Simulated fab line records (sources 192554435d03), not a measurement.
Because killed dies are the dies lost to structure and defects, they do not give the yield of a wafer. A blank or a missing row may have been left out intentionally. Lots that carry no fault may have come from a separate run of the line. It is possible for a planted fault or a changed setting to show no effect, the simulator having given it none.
Chamber matching | flow n5 finfet | N5_BEOL_M7_CURE_74 on uv cure-03 has 3 sister chambers
The step cures SiCOH lowk, time 240 s. 27 wafers are shown with their chamber, then 12 later ones without.

WAFERS PAIRED WITH THEIR CHAMBERS
wafer  | chamber | wafer_temp_C_max | lamp power pct (%)
L074.3 | 0       | 387.1            | 52.43
L074.4 | 0       | 386.9            | 52.26
L074.5 | 0       | 387.5            | 52.39
L081.1 | 0       | 387.1            | 52.25
L081.3 | 0       | 387.0            | 52.26
L081.4 | 0       | 387.5            | 52.33
L082.3 | 0       | 387.1            | 52.34
L082.5 | 0       | 387.7            | 52.25
L082.6 | 0       | 387.6            | 52.35
L085.3 | 0       | 388.1            | 52.25
L085.4 | 0       | 387.2            | 52.30
L085.6 | 0       | 387.1            | 52.38
L088.3 | 0       | 387.4            | 52.42
L088.5 | 0       | 386.4            | 52.24
L088.6 | 0       | 386.9            | 52.27
L087.3 | 1       | 387.2            | 52.36
L087.4 | 1       | 387.6            | 52.34
L087.6 | 1       | 387.1            | 52.23
L089.2 | 2       | 386.5            | 52.30
L089.4 | 2       | 386.9            | 52.31
L089.5 | 2       | 386.6            | 52.40
L090.2 | 2       | 386.4            | 52.29
L090.4 | 2       | 386.7            | 52.27
L090.5 | 2       | 386.1            | 52.40
L093.3 | 0       | 387.8            | 52.34
L093.5 | 0       | 387.7            | 52.28
L093.6 | 0       | 387.2            | 52.29

SIGNATURES (means of the wafers above)
reading          | chamber 0 | chamber 1 | chamber 2 | scatter within a chamber
wafer_temp_C_max | 387.294   | 387.300   | 386.533   | 0.371
lamp power pct   | 52.3128   | 52.3100   | 52.3283   | 0.0617
Rule: for each reading, subtract the chamber's mean from the wafer's reading, divide by that reading's scatter and square the result; add these up over the readings and take the root, which gives the wafer's distance from the chamber. If the next closest chamber is less than 2 further off than the closest, the wafer can't be placed; otherwise it belongs to the closest. The scatter: the root of (the sum of the squares of (reading less its chamber's mean) over the shown wafers, divided by (wafers less chambers)).

WAFERS WHOSE CHAMBER IS MISSING
wafer  | wafer_temp_C_max | lamp power pct (%)
L079.1 | 388.2            | 52.29
L079.2 | 387.6            | 52.23
L079.6 | 387.8            | 52.22
L097.1 | 385.8            | 52.33
L097.2 | 386.3            | 52.43
L097.6 | 386.5            | 52.34
L094.1 | 386.3            | 52.32
L094.2 | 386.0            | 52.34
L094.6 | 387.0            | 52.28
L095.1 | 387.4            | 52.33
L095.4 | 386.9            | 52.26
L095.6 | 387.7            | 52.29

THE CHAMBER EACH PASSED THROUGH
wafer  | from the rows above          | in truth
L079.1 | can't be placed: 1 or 0      | 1
L079.2 | can't be placed: 1 or 0 or 2 | 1
L079.6 | can't be placed: 1 or 0 or 2 | 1
L097.1 | 2                            | 2
L097.2 | can't be placed: 2 or 0 or 1 | 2
L097.6 | can't be placed: 2 or 0      | 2
L094.1 | 2                            | 2
L094.2 | 2                            | 2
L094.6 | can't be placed: 1 or 0 or 2 | 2
L095.1 | can't be placed: 0 or 1 or 2 | 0
L095.4 | can't be placed: 1 or 0 or 2 | 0
L095.6 | can't be placed: 1 or 0      | 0
3 of 12 placed correctly. Not placeable from these rows: 9 (in 9, the candidates include the true chamber). Number placed wrongly: 0.
